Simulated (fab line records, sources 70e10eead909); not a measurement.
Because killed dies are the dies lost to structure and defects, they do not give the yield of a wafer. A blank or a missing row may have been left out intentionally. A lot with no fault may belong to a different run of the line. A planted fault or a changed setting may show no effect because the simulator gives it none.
Which tool is to blame? | flow nandHarc | Sampling: 24 lots, 72 wafers, 4 of 1302 route steps

## WHAT EACH GAUGE READ, for each wafer
NHARC_A_ONON_D1_THK_MEAS_18: measures by ellipsometry.
lot  | measured     | on           | thkNm (nm)
L074 | day 8 03:28  | filmMetro-02 | 993 995 994
L075 | day 8 14:47  | filmMetro-01 | 998 998 999
L076 | day 8 20:34  | filmMetro-02 | 993 992 993
L077 | day 9 11:00  | filmMetro-01 | 1015 1014 1017
L078 | day 9 22:41  | filmMetro-01 | 1008 1006 1008
L079 | day 10 06:28 | filmMetro-02 | 1008 1005 1006
L080 | day 10 22:13 | filmMetro-01 | 996 997 996
L081 | day 11 09:57 | filmMetro-01 | 988 986 987
L082 | day 11 21:19 | filmMetro-01 | 997 997 998
L083 | day 12 02:15 | filmMetro-01 | 992 993 991
L084 | day 12 18:29 | filmMetro-01 | 994 996 991
L085 | day 12 18:34 | filmMetro-02 | 1011 1014 1011
L086 | day 13 08:56 | filmMetro-01 | 995 994 993
L087 | day 14 02:52 | filmMetro-02 | 1000 999 1002
L088 | day 14 03:06 | filmMetro-02 | 996 997 994
L089 | day 14 11:53 | filmMetro-01 | 973 975 974
L090 | day 14 11:53 | filmMetro-02 | 1028 1029 1029
L091 | day 15 01:10 | filmMetro-01 | 1016 1017 1016
L092 | day 15 17:23 | filmMetro-02 | 1001 1000 1003
L093 | day 16 09:16 | filmMetro-02 | 1004 1005 1004
L094 | day 16 09:17 | filmMetro-01 | 1009 1009 1010
L095 | day 16 23:38 | filmMetro-01 | 995 996 997
L097 | day 17 16:04 | filmMetro-01 | 1002 1000 1000
L096 | day 17 16:04 | filmMetro-02 | 996 996 997

NHARC_A_CHANNEL_HOLE_D1_INSPECT_40.
lot  | measured     | on               | rawDefectCount
L074 | day 8 20:20  | defectInspect-01 | 43 55 34
L075 | day 9 08:42  | defectInspect-02 | 105 99 107
L076 | day 9 18:14  | defectInspect-02 | 68 96 94
L077 | day 10 04:40 | defectInspect-01 | 121 138 102
L078 | day 10 11:17 | defectInspect-02 | 38 51 62
L079 | day 10 20:41 | defectInspect-02 | 30 30 36
L080 | day 11 11:15 | defectInspect-01 | 55 71 45
L081 | day 11 22:27 | defectInspect-01 | 92 119 89
L082 | day 12 12:32 | defectInspect-02 | 44 52 48
L083 | day 12 16:41 | defectInspect-02 | 58 45 62
L084 | day 13 14:43 | defectInspect-01 | 51 93 57
L085 | day 13 09:08 | defectInspect-02 | 42 45 51
L086 | day 13 21:32 | defectInspect-02 | 49 42 52
L087 | day 14 18:28 | defectInspect-01 | 74 45 55
L088 | day 14 19:57 | defectInspect-01 | 118 81 92
L089 | day 15 00:44 | defectInspect-01 | 112 121 110
L090 | day 15 04:55 | defectInspect-02 | 95 106 81
L091 | day 15 14:03 | defectInspect-02 | 42 60 54
L092 | day 16 10:52 | defectInspect-01 | 123 90 106
L093 | day 16 22:25 | defectInspect-02 | 42 41 33
L094 | day 16 22:20 | defectInspect-02 | 138 93 102
L095 | day 17 18:25 | defectInspect-01 | 64 60 46
L097 | day 18 09:21 | defectInspect-01 | 59 59 75
L096 | day 18 08:34 | defectInspect-01 | 101 76 76

## WHAT TOOL EACH LOT RAN ON (gives the tool, then ch and the chambers of the sampled wafers, and finally the start)
lot  | NHARC_A_CHANNEL_HOLE_D1_ETCH_25 | NHARC_A_CHANNEL_HOLE_D1_ETCH_44
L074 | harEtch-01 ch 0,1, day 8 17:30  | rieDiel-02 ch 0,1,2, day 8 19:22
L075 | harEtch-02 ch 0,1, day 9 06:12  | rieDiel-02 ch 0,2,3, day 9 07:44
L076 | harEtch-02 ch 1, day 9 15:34    | rieDiel-02 ch 1,2, day 9 17:15
L077 | harEtch-02 ch 0,1, day 10 00:11 | rieDiel-12 ch 1,3, day 10 03:39
L078 | harEtch-01 ch 0,1, day 10 08:28 | rieDiel-02 ch 1,2,3, day 10 10:18
L079 | harEtch-01 ch 0,1, day 10 18:01 | rieDiel-02 ch 1,3, day 10 19:42
L080 | harEtch-01 ch 0,1, day 11 07:58 | rieDiel-02 ch 0,1,3, day 11 10:16
L081 | harEtch-02 ch 0,1, day 11 19:38 | rieDiel-02 ch 0,1,3, day 11 21:28
L082 | harEtch-01 ch 0,1, day 12 09:43 | rieDiel-02 ch 1,3, day 12 11:33
L083 | harEtch-01 ch 0,1, day 12 14:11 | rieDiel-02 ch 0,1,3, day 12 15:44
L084 | harEtch-01 ch 0,1, day 13 11:52 | rieDiel-12 ch 0,1, day 13 13:41
L085 | harEtch-01 ch 0,1, day 13 06:29 | rieDiel-02 ch 0,2, day 13 08:10
L086 | harEtch-01 ch 0,1, day 13 19:10 | rieDiel-02 ch 0,1,2, day 13 20:34
L087 | harEtch-01 ch 0,1, day 14 15:47 | rieDiel-02 ch 0,2,3, day 14 17:31
L088 | harEtch-02 ch 0,1, day 14 17:16 | rieDiel-11 ch 0,1,2, day 14 18:58
L089 | harEtch-02 ch 0,1, day 14 22:04 | rieDiel-11 ch 0,3, day 14 23:46
L090 | harEtch-02 ch 0,1, day 15 02:05 | rieDiel-02 ch 0,1,3, day 15 03:55
L091 | harEtch-01 ch 0,1, day 15 10:55 | rieDiel-11 ch 0,2,3, day 15 13:00
L092 | harEtch-02 ch 0,1, day 16 08:10 | rieDiel-11 ch 0,3, day 16 09:51
L093 | harEtch-01 ch 0,1, day 16 19:28 | rieDiel-02 ch 1,2,3, day 16 21:19
L094 | harEtch-02 ch 0,1, day 16 19:28 | rieDiel-11 ch 0,2,3, day 16 21:18
L095 | harEtch-01 ch 0,1, day 17 15:40 | rieDiel-11 ch 0,1,2, day 17 17:24
L097 | harEtch-02 ch 0,1, day 18 06:31 | rieDiel-02 ch 1,2,3, day 18 08:20
L096 | harEtch-01 ch 0, day 18 05:52   | rieDiel-02 ch 0,3, day 18 07:33
- NHARC_A_CHANNEL_HOLE_D1_ETCH_25: etches the open film in C4F8/O2/Ar, time 1040.2 s, target depth 1500 nm.
- NHARC_A_CHANNEL_HOLE_D1_ETCH_44: etches the open film in CF4/O2, target depth 140 nm, overetch 14 nm, time 77 s.

## WHAT THE TOOLS THEMSELVES READ (means of the sampled wafers that have a number; where no wafer has one, the mark that the record gives instead)
NHARC_A_CHANNEL_HOLE_D1_ETCH_25.
lot  | tool       | drypumpMotorCurrentA (A) | showerheadPlenumPTorr (Torr) | throttleValvePct (%)
L074 | harEtch-01 | 5.1                      | 3.55                         | 32.231
L075 | harEtch-02 | 6.1                      | 3.68                         | 32.231
L076 | harEtch-02 | 6.4                      | 3.76                         | 32.241
L077 | harEtch-02 | 6.2                      | 3.71                         | 32.232
L078 | harEtch-01 | 5.1                      | 3.54                         | 32.223
L079 | harEtch-01 | 5.1                      | 3.55                         | 32.242
L080 | harEtch-01 | 5.1                      | 3.55                         | 32.242
L081 | harEtch-02 | 6.1                      | 3.66                         | 32.234
L082 | harEtch-01 | 5.1                      | 3.52                         | 32.230
L083 | harEtch-01 | 5.1                      | 3.54                         | 32.230
L084 | harEtch-01 | 5.1                      | 3.51                         | 32.226
L085 | harEtch-01 | 5.1                      | 3.51                         | 32.235
L086 | harEtch-01 | 5.1                      | 3.51                         | 32.234
L087 | harEtch-01 | 5.1                      | 3.52                         | 32.232
L088 | harEtch-02 | 6.1                      | 3.64                         | 32.244
L089 | harEtch-02 | 6.1                      | 3.64                         | 32.240
L090 | harEtch-02 | 6.3                      | 3.68                         | 32.238
L091 | harEtch-01 | 5.1                      | 3.52                         | 32.234
L092 | harEtch-02 | 6.1                      | 3.62                         | 32.238
L093 | harEtch-01 | 5.1                      | 3.49                         | 32.236
L094 | harEtch-02 | 6.2                      | 3.67                         | 32.242
L095 | harEtch-01 | 5.1                      | 3.50                         | 32.234
L097 | harEtch-02 | 6.1                      | 3.85                         | 32.233
L096 | harEtch-01 | 5.2                      | 3.45                         | 32.241

NHARC_A_CHANNEL_HOLE_D1_ETCH_44.
lot  | tool       | drypumpMotorCurrentA (A) | oesProductAu (a.u.) | rfVppV (V) | showerheadPlenumPTorr (Torr) | throttleValvePct (%)
L074 | rieDiel-02 | 5.5                      | 1.010               | 196.3      | 1.28                         | 13.401
L075 | rieDiel-02 | 5.4                      | 0.996               | 197.0      | 1.30                         | 13.395
L076 | rieDiel-02 | 6.0                      | 1.006               | 198.0      | 1.31                         | 13.400
L077 | rieDiel-12 | 5.9                      | 0.998               | 197.1      | 1.29                         | 13.395
L078 | rieDiel-02 | 5.8                      | 0.997               | 198.0      | 1.33                         | 13.394
L079 | rieDiel-02 | 6.2                      | 1.004               | 198.4      | 1.35                         | 13.392
L080 | rieDiel-02 | 5.7                      | 1.001               | 198.0      | 1.32                         | 13.409
L081 | rieDiel-02 | 5.7                      | 0.997               | 196.9      | 1.32                         | 13.401
L082 | rieDiel-02 | 6.2                      | 1.000               | 198.5      | 1.35                         | 13.392
L083 | rieDiel-02 | 5.7                      | 1.003               | 197.8      | 1.32                         | 13.394
L084 | rieDiel-12 | 5.6                      | 1.001               | 199.5      | 1.41                         | 13.399
L085 | rieDiel-02 | 5.1                      | 1.004               | 196.4      | 1.26                         | 13.399
L086 | rieDiel-02 | 5.5                      | 0.995               | 196.1      | 1.28                         | 13.389
L087 | rieDiel-02 | 5.3                      | 0.993               | 198.0      | 1.30                         | 13.400
L088 | rieDiel-11 | 5.8                      | 0.998               | 197.3      | 1.31                         | 13.403
L089 | rieDiel-11 | 5.5                      | 0.998               | 196.9      | 1.30                         | 13.392
L090 | rieDiel-02 | 5.7                      | 1.006               | 196.8      | 1.32                         | 13.394
L091 | rieDiel-11 | 5.8                      | 0.997               | 197.0      | 1.27                         | 13.403
L092 | rieDiel-11 | 5.5                      | 0.999               | 197.3      | 1.30                         | 13.404
L093 | rieDiel-02 | 5.8                      | 1.000               | 196.9      | 1.32                         | 13.389
L094 | rieDiel-11 | 5.8                      | 0.996               | 196.6      | 1.27                         | 13.391
L095 | rieDiel-11 | 5.8                      | 1.000               | 197.6      | 1.31                         | 13.395
L097 | rieDiel-02 | 5.8                      | 1.000               | 197.5      | 1.32                         | 13.391
L096 | rieDiel-02 | 5.5                      | 0.996               | 197.8      | 1.33                         | 13.397

## THE ANSWER, worked out from the rows above alone
Rule: the lots themselves supply what counts as usual. Put in order of their means at a reading, lots are off if they are a third of the lots or fewer, leave a main group of 4 or more, and stand apart from it by a gap of 3 or more times the standard deviation of the main group's means; of several such gaps the widest counts. If all means in a main group match to the digits the tables above print for the reading, that group is not used. A lot without any number at a reading at which 4 lots or more have one is off too. The other lots that the step has rows for count as sound. First the gauges in route order, then the tools' own readings, where a lot's mean is used as printed above. At the first step where some lot is off, the reading lying furthest off is the one used; lots without a number count as furthest.
No lot is off at any reading shown: from this, nothing can be told.

## WHAT WAS PUT IN BY THE SIMULATOR
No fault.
